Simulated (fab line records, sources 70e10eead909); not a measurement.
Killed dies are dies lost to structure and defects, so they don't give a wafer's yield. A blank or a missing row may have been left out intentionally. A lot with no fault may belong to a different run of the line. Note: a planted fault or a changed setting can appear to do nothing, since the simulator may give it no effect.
Which of the tools did it? -- flow nand harc -- Sampling: 12 lots, 36 wafers, 3 of 1302 route steps

WHAT THE GAUGES READ, wafer by wafer
NHARC_A_BLC_CD_MEAS_10: target cd 100 nm.
lot,measured,on,cd nm (nm)
L786,day 22 23:47,cd sem-01,101.0 100.0 98.9
L789,day 24 05:23,cd sem-03,99.2 99.5 99.8
L791,day 25 22:38,cd sem-02,101.1 101.1 101.7
L794,day 26 12:05,cd sem-01,101.1 102.4 100.9
L797,day 27 19:14,cd sem-02,100.2 100.1 100.1
L798,day 27 21:43,cd sem-03,93.4 92.9 93.2
L799,day 28 17:13,cd sem-02,93.4 94.5 92.2
L803,day 29 23:25,cd sem-02,99.0 99.5 98.7
L802,day 30 01:26,cd sem-01,100.6 101.7 101.1
L805,day 31 01:37,cd sem-03,100.3 100.8 101.6
L806,day 31 03:01,cd sem-01,98.7 99.4 99.0
L807,day 31 19:18,cd sem-01,101.8 103.5 101.2

WHAT TOOL EACH LOT RAN ON (gives the tool, then ch and the chambers of the sampled wafers, and finally the start)
lot,NHARC_A_CONTACT_ETCH_138,NHARC_A_BLC_PEB_08
L786,"har cap etch-03 ch 0, day 22 19:37","litho track-01 ch 0, day 22 23:43"
L789,"har cap etch-02 ch 0,1, day 24 01:23","litho track-01 ch 0, day 24 05:18"
L791,"har cap etch-03 ch 0,1, day 25 18:40","litho track-04 ch 0, day 25 22:34"
L794,"har cap etch-01 ch 0,1, day 26 07:59","litho track-06 ch 0, day 26 12:01"
L797,"har cap etch-03 ch 0,1, day 27 15:05","litho track-06 ch 0, day 27 19:09"
L798,"har cap etch-03 ch 0,1, day 27 17:50","litho track-06 ch 0, day 27 21:38"
L799,"har cap etch-01 ch 0,1, day 28 13:12","litho track-06 ch 0, day 28 17:08"
L803,"har cap etch-02 ch 0,1, day 29 19:33","litho track-01 ch 0, day 29 23:20"
L802,"har cap etch-01 ch 0,1, day 29 21:14","litho track-01 ch 0, day 30 01:22"
L805,"har cap etch-01 ch 0,1, day 30 21:34","litho track-06 ch 0, day 31 01:32"
L806,"har cap etch-03 ch 0,1, day 30 23:01","litho track-01 ch 0, day 31 02:56"
L807,"har cap etch-03 ch 0,1, day 31 15:21","litho track-06 ch 0, day 31 19:13"
- NHARC_A_CONTACT_ETCH_138: etches the open film in C4F8/O2/Ar, time 311 s, target depth 1914 nm.
- NHARC_A_BLC_PEB_08: peb time 65 s.

WHAT THE TOOLS THEMSELVES READ (means of the sampled wafers that have a number; where no wafer has one, the mark that the record gives instead)
NHARC_A_BLC_PEB_08.
lot,tool,heater power total W (W),plate temp C (C)
L786,litho track-01,156.8,99.85
L789,litho track-01,156.7,100.08
L791,litho track-04,156.4,99.99
L794,litho track-06,156.5,100.08
L797,litho track-06,156.7,99.84
L798,litho track-06,152.3,98.06
L799,litho track-06,152.6,97.94
L803,litho track-01,157.0,99.95
L802,litho track-01,156.4,100.09
L805,litho track-06,157.0,100.07
L806,litho track-01,156.9,100.07
L807,litho track-06,156.5,100.10

THE ANSWER, worked out from the rows above alone
Rule: usual is defined by the lots themselves. Put in order of their means at a reading, lots are off if they are a third of the lots or fewer, leave a main group of 4 or more, and stand apart from it by a gap of 3 or more times the standard deviation of the main group's means; of several such gaps the widest counts. A main group whose means are all the same, to the digits that the tables above print for the reading, isn't used. Also off: a lot with no number at a reading for which 4 or more lots have one. All remaining lots with rows at the step are treated as sound. Order of review: gauges by route order, followed by the tools' own readings, for which a lot's mean as printed above is used. At the first step where some lot is off, the reading lying furthest off is the one used; lots without a number count as furthest.
Off, at NHARC_A_BLC_CD_MEAS_10 on cd nm: L798, L799. Mean 100.5 nm and standard deviation 1 in the main group.
A tool fits if, at a process step before that reading, it ran every lot that is off, and no sound lot after the first of them. The gauges at NHARC_A_BLC_CD_MEAS_10 aren't tried: what is off there is off at NHARC_A_BLC_PEB_08 too, on other tools, and a gauge's error can't cause that. Of those tried, none fits.

WHAT THE SIMULATOR PUT IN
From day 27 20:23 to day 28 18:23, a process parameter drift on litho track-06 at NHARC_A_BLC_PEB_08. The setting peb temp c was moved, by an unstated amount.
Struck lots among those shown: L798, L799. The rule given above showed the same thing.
